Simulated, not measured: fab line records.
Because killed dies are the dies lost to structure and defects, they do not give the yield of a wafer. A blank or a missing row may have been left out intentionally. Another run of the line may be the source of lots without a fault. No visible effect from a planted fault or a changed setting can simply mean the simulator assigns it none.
Which tool is to blame? | flow n5_finfet | Sampling: 20 lots, 60 wafers, 5 of 1938 route steps

## WHAT THE GAUGES READ, wafer by wafer
N5_BEOL_M0_SAQP_INSPECT_42: inspects for defects (brightfield).
lot  | measured     | on                | raw_defect_count
L074 | day 5 15:47  | defect_inspect-02 | 297 329 232
L075 | day 5 20:56  | defect_inspect-02 | 238 406 242
L076 | day 6 06:25  | defect_inspect-01 | 221 330 203
L077 | day 6 08:31  | defect_inspect-02 | 274 287 222
L078 | day 6 16:52  | defect_inspect-02 | 327 323 228
L079 | day 6 23:09  | defect_inspect-02 | 417 386 489
L082 | day 7 14:15  | defect_inspect-02 | 289 229 276
L084 | day 8 01:11  | defect_inspect-01 | 262 495 354
L085 | day 8 09:46  | defect_inspect-02 | 424 447 309
L086 | day 8 18:46  | defect_inspect-02 | 319 449 327
L087 | day 9 03:53  | defect_inspect-02 | 403 389 476
L088 | day 9 05:01  | defect_inspect-02 | 250 500 429
L090 | day 10 01:49 | defect_inspect-01 | 272 352 321
L092 | day 10 04:15 | defect_inspect-01 | 383 200 315
L091 | day 10 04:51 | defect_inspect-01 | 331 354 471
L093 | day 10 09:21 | defect_inspect-02 | 366 305 266
L094 | day 10 12:22 | defect_inspect-02 | 321 303 281
L095 | day 10 22:34 | defect_inspect-01 | 306 332 192
L096 | day 11 08:47 | defect_inspect-02 | 396 287 455
L097 | day 11 09:17 | defect_inspect-02 | 283 279 280

## TOOL THAT RAN EACH LOT (tool first, then ch and the chambers of the sampled wafers, then the start)
lot  | N5_BEOL_M0_SAQP_ETCH_83            | N5_BEOL_M0_SAQP_RECESS_109         | N5_BEOL_M0_SAQP_SPACER2_ETCHBACK_27 | N5_BEOL_M0_SAQP_MANDREL2_REMOVE_110
L074 | rie_diel-06 ch 0,3, day 5 11:50    | vapor_etch-01 ch 0,1, day 5 14:24  | rie_diel-06 ch 2,3, day 5 15:12     | rie_si-06 ch 0,1,3, day 5 15:17
L075 | rie_diel-05 ch 0,2,3, day 5 16:50  | vapor_etch-02 ch 0,1, day 5 19:31  | rie_diel-03 ch 1,2,3, day 5 20:20   | rie_si-05 ch 0,2, day 5 20:26
L076 | rie_diel-05 ch 0,1,3, day 6 02:11  | vapor_etch-01 ch 0,1, day 6 05:08  | rie_diel-06 ch 0,1, day 6 05:49     | rie_si-06 ch 0,1,3, day 6 05:54
L077 | rie_diel-06 ch 0,2,3, day 6 04:16  | vapor_etch-01 ch 0,1, day 6 07:07  | rie_diel-06 ch 1,2,3, day 6 07:49   | rie_si-05 ch 0,1,3, day 6 07:53
L078 | rie_diel-06 ch 0,3, day 6 12:32    | vapor_etch-02 ch 0,1, day 6 14:56  | rie_diel-05 ch 1,2, day 6 16:09     | rie_si-02 ch 0,1,2, day 6 16:14
L079 | rie_diel-03 ch 0,3, day 6 19:02    | vapor_etch-01 ch 0,1, day 6 21:54  | rie_diel-03 ch 2,3, day 6 22:34     | rie_si-05 ch 2,3, day 6 22:38
L082 | rie_diel-03 ch 1,2, day 7 10:26    | vapor_etch-02 ch 1, day 7 12:57    | rie_diel-05 ch 1,2, day 7 13:39     | rie_si-06 ch 0,3, day 7 13:44
L084 | rie_diel-03 ch 0,1,3, day 7 21:16  | vapor_etch-01 ch 0,1, day 7 23:46  | rie_diel-03 ch 1,3, day 8 00:28     | rie_si-05 ch 0,1,3, day 8 00:33
L085 | rie_diel-05 ch 1,2,3, day 8 05:47  | vapor_etch-01 ch 0,1, day 8 08:16  | rie_diel-06 ch 0,2,3, day 8 09:02   | rie_si-05 ch 0,1,3, day 8 09:08
L086 | rie_diel-03 ch 0,2,3, day 8 11:23  | vapor_etch-02 ch 0,1, day 8 17:28  | rie_diel-03 ch 0,1,2, day 8 18:10   | rie_si-05 ch 0,2,3, day 8 18:16
L087 | rie_diel-05 ch 1,2,3, day 8 18:20  | vapor_etch-02 ch 0,1, day 9 02:13  | rie_diel-05 ch 2,3, day 9 03:17     | rie_si-02 ch 2,3, day 9 03:22
L088 | rie_diel-05 ch 0,2,3, day 9 00:26  | vapor_etch-01 ch 0,1, day 9 03:16  | rie_diel-03 ch 0,2,3, day 9 04:26   | rie_si-05 ch 0,1,3, day 9 04:31
L090 | rie_diel-05 ch 0,1,2, day 9 22:00  | vapor_etch-02 ch 0,1, day 10 00:23 | rie_diel-05 ch 0,2, day 10 01:05    | rie_si-06 ch 1,3, day 10 01:10
L092 | rie_diel-03 ch 1,3, day 10 00:06   | vapor_etch-02 ch 0,1, day 10 02:30 | rie_diel-03 ch 0,1, day 10 03:30    | rie_si-05 ch 0,1, day 10 03:37
L091 | rie_diel-03 ch 0,1,3, day 10 00:26 | vapor_etch-02 ch 0,1, day 10 03:08 | rie_diel-03 ch 0,1, day 10 04:08    | rie_si-05 ch 0,3, day 10 04:13
L093 | rie_diel-03 ch 0,1, day 10 04:54   | vapor_etch-02 ch 0,1, day 10 08:04 | rie_diel-06 ch 0,1,2, day 10 08:46  | rie_si-02 ch 2,3, day 10 08:51
L094 | rie_diel-06 ch 0,1,3, day 10 08:13 | vapor_etch-02 ch 0,1, day 10 10:57 | rie_diel-03 ch 0,1,2, day 10 11:38  | rie_si-05 ch 0,1,3, day 10 11:44
L095 | rie_diel-05 ch 1,3, day 10 18:45   | vapor_etch-01 ch 0,1, day 10 21:10 | rie_diel-06 ch 0,1,3, day 10 21:51  | rie_si-02 ch 1,2,3, day 10 21:56
L096 | rie_diel-03 ch 1,2,3, day 11 04:40 | vapor_etch-01 ch 0,1, day 11 07:20 | rie_diel-05 ch 1,2, day 11 08:04    | rie_si-02 ch 0,2, day 11 08:10
L097 | rie_diel-06 ch 0,1, day 11 05:14   | vapor_etch-02 ch 0,1, day 11 07:52 | rie_diel-06 ch 0,3, day 11 08:34    | rie_si-06 ch 1,2, day 11 08:38
- N5_BEOL_M0_SAQP_ETCH_83: etches SiARC in CF4, target depth 39 nm, time 65 s.
- N5_BEOL_M0_SAQP_RECESS_109: chemistry HF/NH3, target SiO2, target depth 3 nm, afs cycles 1, sublimation time 60 s.
- N5_BEOL_M0_SAQP_SPACER2_ETCHBACK_27: etches SiO2 in CHF3/O2, target depth 22.5 nm, time 11.25 s.
- N5_BEOL_M0_SAQP_MANDREL2_REMOVE_110: chemistry HBr/Cl2/O2, target a-Si, stops on SiCN, bt time 10 s.

## AS READ BY THE TOOLS THEMSELVES (means over the sampled wafers that have a number; for cases with no such wafer, the mark the record gives instead)
N5_BEOL_M0_SAQP_ETCH_83.
lot  | tool        | drypump_motor_current_A (A) | etch_rf_on_time_s (s) | oes_product_au (a.u.) | rf_fwd_power_W (W) | rf_vpp_V (V) | showerhead_plenum_p_Torr (Torr) | throttle_valve_pct (%)
L074 | rie_diel-06 | 6.4                         | 63.6                  | 0.76                  | 539.6              | 184.0        | 2.15                            | 15.48
L075 | rie_diel-05 | 5.6                         | 65.9                  | 0.63                  | 537.3              | 184.1        | 2.17                            | 15.63
L076 | rie_diel-05 | 5.4                         | 64.6                  | 0.64                  | 538.9              | 183.6        | 2.14                            | 15.67
L077 | rie_diel-06 | 6.0                         | 65.3                  | 0.71                  | 541.1              | 183.6        | 2.11                            | 15.68
L078 | rie_diel-06 | 6.3                         | 64.0                  | 0.74                  | 539.3              | 184.5        | 2.15                            | 15.50
L079 | rie_diel-03 | 5.2                         | 65.4                  | 0.69                  | 539.8              | 184.7        | 2.18                            | 15.51
L082 | rie_diel-03 | 4.9                         | 65.4                  | 0.60                  | 533.2              | 182.9        | 2.15                            | 15.59
L084 | rie_diel-03 | 5.2                         | 65.7                  | 0.64                  | 538.6              | 184.5        | 2.20                            | 15.59
L085 | rie_diel-05 | 5.7                         | 65.8                  | 0.60                  | 538.0              | 183.3        | 2.12                            | 15.87
L086 | rie_diel-03 | 5.1                         | 65.8                  | 0.71                  | 539.4              | 184.3        | 2.16                            | 15.39
L087 | rie_diel-05 | 5.7                         | 65.6                  | 0.60                  | 539.5              | 184.3        | 2.12                            | 15.88
L088 | rie_diel-05 | 5.6                         | 65.4                  | 0.62                  | 537.7              | 183.9        | 2.16                            | 15.68
L090 | rie_diel-05 | 5.6                         | 66.1                  | 0.68                  | 537.1              | 184.4        | 2.18                            | 15.66
L092 | rie_diel-03 | 5.2                         | 66.4                  | 0.63                  | 537.7              | 184.6        | 2.19                            | 15.64
L091 | rie_diel-03 | 5.2                         | 66.2                  | 0.63                  | 540.4              | 184.9        | 2.19                            | 15.63
L093 | rie_diel-03 | 5.2                         | 67.2                  | 0.59                  | 538.4              | 184.7        | 2.21                            | 15.69
L094 | rie_diel-06 | 5.9                         | 64.1                  | 0.70                  | 537.7              | 183.9        | 2.14                            | 15.63
L095 | rie_diel-05 | 5.5                         | 65.5                  | 0.68                  | 538.3              | 184.6        | 2.24                            | 15.63
L096 | rie_diel-03 | 5.0                         | 65.7                  | 0.69                  | 535.8              | 184.0        | 2.16                            | 15.44
L097 | rie_diel-06 | 5.4                         | 64.8                  | 0.69                  | 538.3              | 183.7        | 2.13                            | 15.73

N5_BEOL_M0_SAQP_RECESS_109.
lot  | tool          | drypump_motor_current_A (A)
L074 | vapor_etch-01 | 5.8
L075 | vapor_etch-02 | 5.7
L076 | vapor_etch-01 | 5.8
L077 | vapor_etch-01 | 6.0
L078 | vapor_etch-02 | 5.5
L079 | vapor_etch-01 | 5.8
L082 | vapor_etch-02 | 5.8
L084 | vapor_etch-01 | 6.1
L085 | vapor_etch-01 | 6.0
L086 | vapor_etch-02 | 5.7
L087 | vapor_etch-02 | 5.7
L088 | vapor_etch-01 | 5.8
L090 | vapor_etch-02 | 5.5
L092 | vapor_etch-02 | 5.5
L091 | vapor_etch-02 | 5.7
L093 | vapor_etch-02 | 5.5
L094 | vapor_etch-02 | 5.6
L095 | vapor_etch-01 | 5.8
L096 | vapor_etch-01 | 5.8
L097 | vapor_etch-02 | 5.5

N5_BEOL_M0_SAQP_SPACER2_ETCHBACK_27.
lot  | tool        | drypump_motor_current_A (A) | oes_o_777_au (a.u.) | oes_product_au (a.u.) | rf_fwd_power_W (W) | rf_vpp_V (V) | showerhead_plenum_p_Torr (Torr) | throttle_valve_pct (%)
L074 | rie_diel-06 | 6.4                         | 0.87                | 0.88                  | 644.1              | 527          | 2.42                            | 18.86
L075 | rie_diel-03 | 5.0                         | 0.76                | 0.76                  | 646.7              | 520          | 2.44                            | 18.82
L076 | rie_diel-06 | 5.4                         | 0.81                | 0.80                  | 648.7              | 520          | 2.37                            | 19.04
L077 | rie_diel-06 | 6.0                         | 0.85                | 0.85                  | 643.1              | 528          | 2.42                            | 18.95
L078 | rie_diel-05 | 5.9                         | 0.70                | 0.70                  | 644.3              | 523          | 2.35                            | 19.22
L079 | rie_diel-03 | 5.0                         | 0.80                | 0.80                  | 647.0              | 518          | 2.42                            | 18.79
L082 | rie_diel-05 | 5.9                         | 0.69                | 0.70                  | 646.5              | 524          | 2.35                            | 19.23
L084 | rie_diel-03 | 5.1                         | 0.76                | 0.76                  | 643.8              | 519          | 2.47                            | 18.90
L085 | rie_diel-06 | 6.0                         | 0.80                | 0.80                  | 647.9              | 523          | 2.37                            | 19.03
L086 | rie_diel-03 | 5.1                         | 0.79                | 0.78                  | 644.1              | 526          | 2.45                            | 18.75
L087 | rie_diel-05 | 5.8                         | 0.70                | 0.70                  | 647.0              | 523          | 2.41                            | 19.12
L088 | rie_diel-03 | 5.1                         | 0.82                | 0.83                  | 645.6              | 526          | 2.43                            | 18.71
L090 | rie_diel-05 | 5.8                         | 0.69                | 0.70                  | 644.7              | 521          | 2.39                            | 19.07
L092 | rie_diel-03 | 5.3                         | 0.70                | 0.70                  | 646.0              | 529          | 2.48                            | 18.92
L091 | rie_diel-03 | 5.3                         | 0.70                | 0.69                  | 646.9              | 529          | 2.48                            | 18.93
L093 | rie_diel-06 | 5.5                         | 0.77                | 0.77                  | 647.1              | 524          | 2.36                            | 19.14
L094 | rie_diel-03 | 5.1                         | 0.77                | 0.77                  | 644.2              | 526          | 2.45                            | 18.77
L095 | rie_diel-06 | 5.9                         | 0.81                | 0.82                  | 646.3              | 525          | 2.40                            | 18.96
L096 | rie_diel-05 | 5.7                         | 0.92                | 0.94                  | 643.6              | 529          | 2.50                            | 18.90
L097 | rie_diel-06 | 6.4                         | 0.81                | 0.83                  | 649.3              | 524          | 2.41                            | 18.90

N5_BEOL_M0_SAQP_MANDREL2_REMOVE_110.
lot  | tool      | drypump_motor_current_A (A) | oes_o_777_au (a.u.) | oes_product_au (a.u.) | rf_fwd_power_W (W) | throttle_valve_pct (%)
L074 | rie_si-06 | 5.4                         | 1.01                | 0.979                 | 597.4              | 36.65
L075 | rie_si-05 | 5.4                         | 1.04                | 1.003                 | 594.2              | 36.86
L076 | rie_si-06 | 5.3                         | 1.02                | 0.991                 | 596.4              | 36.65
L077 | rie_si-05 | 5.2                         | 1.01                | 1.011                 | 595.2              | 36.61
L078 | rie_si-02 | 5.7                         | 0.99                | 0.999                 | 595.7              | 36.50
L079 | rie_si-05 | 5.8                         | 1.03                | 1.012                 | 597.5              | 36.72
L082 | rie_si-06 | 5.5                         | 1.03                | 0.996                 | 597.2              | 36.57
L084 | rie_si-05 | 5.2                         | 1.01                | 1.013                 | 594.7              | 36.62
L085 | rie_si-05 | 5.2                         | 1.01                | 1.012                 | 596.9              | 36.61
L086 | rie_si-05 | 5.5                         | 1.03                | 1.006                 | 595.8              | 36.69
L087 | rie_si-02 | 5.4                         | 0.94                | 0.982                 | 595.9              | 36.35
L088 | rie_si-05 | 5.2                         | 1.01                | 1.006                 | 595.5              | 36.61
L090 | rie_si-06 | 5.4                         | 1.00                | 0.977                 | 596.6              | 36.73
L092 | rie_si-05 | 5.1                         | 1.03                | 1.007                 | 597.1              | 36.77
L091 | rie_si-05 | 5.3                         | 1.01                | 1.012                 | 599.6              | 36.54
L093 | rie_si-02 | 5.4                         | 0.95                | 0.984                 | 598.6              | 36.35
L094 | rie_si-05 | 5.2                         | 1.01                | 1.011                 | 596.4              | 36.62
L095 | rie_si-02 | 5.7                         | 0.96                | 0.982                 | 596.0              | 36.45
L096 | rie_si-02 | 5.9                         | 0.98                | 1.000                 | 597.2              | 36.43
L097 | rie_si-06 | 5.6                         | 1.02                | 1.001                 | 596.9              | 36.38

## THE ANSWER, worked out from the rows above alone
Rule: what is usual is taken from the lots themselves. Put in order of their means at a reading, lots are off if they are a third of the lots or fewer, leave a main group of 4 or more, and stand apart from it by a gap of 3 or more times the standard deviation of the main group's means; of several such gaps the widest counts. A main group is skipped when, at the precision printed for the reading in the tables above, its means are all equal. Also off: a lot with no number at a reading for which 4 or more lots have one. All remaining lots with rows at the step are treated as sound. First the gauges in route order, then the tools' own readings, where a lot's mean is used as printed above. At the first step where some lot is off, the reading lying furthest off is the one used; lots without a number count as furthest.
Nothing can be told from this: no lot is off at any reading shown.

## WHAT THE SIMULATOR HAD INSERTED
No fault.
